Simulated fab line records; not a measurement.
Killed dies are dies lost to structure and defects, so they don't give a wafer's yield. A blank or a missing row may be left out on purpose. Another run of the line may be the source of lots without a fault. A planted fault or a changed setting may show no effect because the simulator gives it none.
Matching of chambers | flow n5_finfet | rie_diel-05 running N5_BEOL_M10_STRIP_67: 4 sister chambers
The step strips in CF4. 4 wafers are shown with their chamber, then 9 later ones without.

## WAFERS WITH THEIR CHAMBER
wafer  | chamber | oes_product_au (a.u.)
L081.6 | 2       | 0.73
L083.2 | 3       | 0.85
L083.3 | 1       | 0.71
L083.4 | 0       | 0.70

## WAFERS WITH NO CHAMBER GIVEN
wafer  | oes_product_au (a.u.)
L090.1 | 0.70
L090.3 | 0.71
L090.4 | 0.83
L095.1 | 0.70
L095.2 | 0.68
L095.6 | 0.69
L096.1 | 0.69
L096.2 | 0.80
L096.5 | 0.69

## WHICH CHAMBER EACH ONE RAN IN
wafer  | from the rows above          | in truth
L090.1 | can't be placed: 0 or 1 or 2 | 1
L090.3 | can't be placed: 1 or 0 or 2 | 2
L090.4 | 3                            | 3
L095.1 | can't be placed: 0 or 1 or 2 | 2
L095.2 | can't be placed: 0 or 1 or 2 | 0
L095.6 | can't be placed: 0 or 1 or 2 | 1
L096.1 | can't be placed: 0 or 1 or 2 | 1
L096.2 | can't be placed: 3 or 2      | 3
L096.5 | can't be placed: 0 or 1 or 2 | 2
1 of 9 placed correctly. Cannot be placed on the basis of these rows: 8; the candidates contain the true chamber in 8. Number placed wrongly: 0.
How it was worked out, from the rows above alone: a wafer's distance from a chamber is the root of the sum, over the readings, of the square of ((its reading less the chamber's mean) divided by the reading's scatter). If the next closest chamber is less than 2 further off than the closest, the wafer can't be placed; otherwise it belongs to the closest. The mean given for a chamber averages the wafers shown for that chamber. The scatter: root of mean squared gap, hidden wafer to nearest shown wafer, with one shown wafer a chamber.
